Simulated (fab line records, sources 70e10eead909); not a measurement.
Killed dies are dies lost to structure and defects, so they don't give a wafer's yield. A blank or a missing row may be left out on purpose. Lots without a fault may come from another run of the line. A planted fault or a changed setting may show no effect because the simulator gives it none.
Which tool did it? | flow nand_harc | 22 lots, 66 wafers sampled, at 1 step of a route of 1159

WHAT THE GAUGES READ, wafer by wafer
NHARC_A_CHANNEL_HOLE_D1_OVL_MEAS_11. Usual: overlay_x_nm 0.2 nm, standard deviation 0.71; overlay_y_nm 0.2 nm, standard deviation 0.83.
lot  | measured     | on         | overlay_x_nm (nm) | overlay_y_nm (nm) | flag
L074 | day 8 07:23  | overlay-02 | 1.6 1.3 1.3       | 1.3 1.3 1.6       |
L075 | day 8 16:32  | overlay-02 | 0.4 -0.1 0.6      | 0.6 0.4 1.0       |
L077 | day 8 16:43  | overlay-01 | -0.3 -0.1 -0.6    | 0.3 -0.6 0.4      |
L079 | day 9 09:05  | overlay-02 | -0.5 -0.4 -0.1    | -1.4 -0.6 -1.7    |
L080 | day 9 09:43  | overlay-02 | -0.1 0.1 0.8      | 0.8 0.8 0.2       |
L078 | day 9 10:52  | overlay-02 | 0.1 0.4 0.1       | -0.2 -0.2 -0.6    |
L081 | day 9 17:47  | overlay-01 | -0.5 -0.8 -0.4    | 1.5 1.5 1.8       |
L082 | day 10 04:18 | overlay-02 | 0.3 0.0 0.1       | -0.3 -1.1 -0.2    |
L083 | day 10 11:38 | overlay-01 | 1.7 1.8 2.2       | 0.7 0.0 0.0       |
L084 | day 11 00:44 | overlay-02 | 0.6 -0.1 0.5      | -1.4 -1.3 -1.1    |
L087 | day 11 08:40 | overlay-02 | 0.8 0.5 0.9       | -0.2 0.7 0.2      |
L086 | day 11 08:48 | overlay-01 | -0.4 -0.5 0.1     | -0.2 -0.3 0.1     |
L089 | day 12 03:35 | overlay-02 | -0.2 0.5 0.9      | 0.2 0.4 0.3       |
L088 | day 12 03:48 | overlay-01 | 0.2 0.4 0.1       | 0.7 0.4 0.3       |
L093 | day 12 13:47 | overlay-02 | 1.5 1.7 1.2       | -1.0 -1.3 -0.5    |
L091 | day 12 13:56 | overlay-02 | -0.4 -0.3 0.0     | -0.6 -0.5 -0.5    |
L092 | day 12 15:03 | overlay-02 | 0.7 0.7 0.6       | 0.4 0.2 0.2       |
L090 | day 12 15:41 | overlay-02 | 0.8 1.1 0.1       | -0.2 -0.7 0.3     |
L094 | day 13 02:48 | overlay-01 | -1.0 -1.2 -0.9    | 0.8 0.5 0.2       |
L095 | day 13 19:52 | overlay-02 | 0.2 -0.5 -0.5     | -0.8 -0.1 -1.0    |
L096 | day 13 19:52 | overlay-02 | -0.6 -0.7 -0.4    | -0.5 -0.3 0.1     |
L097 | day 13 21:05 | overlay-02 | -0.3 0.1 -0.5     | 1.7 1.7 1.5       |

WHICH TOOL RAN EACH LOT (tool, then ch and the chambers of the sampled wafers, then the start)
The record holds no process step before these readings.

WHAT THE TOOLS THEMSELVES READ (means of the sampled wafers that have a number; where no wafer has one, the mark that the record gives instead)
The record holds no such reading with a usual standard deviation.

THE ANSWER, worked out from the rows above alone
Rule: a lot is off if the mean of its wafers that have a number lies more than 3 standard deviations from the usual mean. A lot without any number at a reading at which 4 lots or more have one is off too. The other lots that the step has rows for count as sound. The gauges are gone through in route order, then the tools' own readings, and for those a lot's mean is taken as printed above. The first step at which some lot is off is used, and at that step the reading that is off furthest; a lot without a number counts as furthest.
No lot is off at any reading shown: from this, nothing can be told.

WHAT THE SIMULATOR HAD PUT IN
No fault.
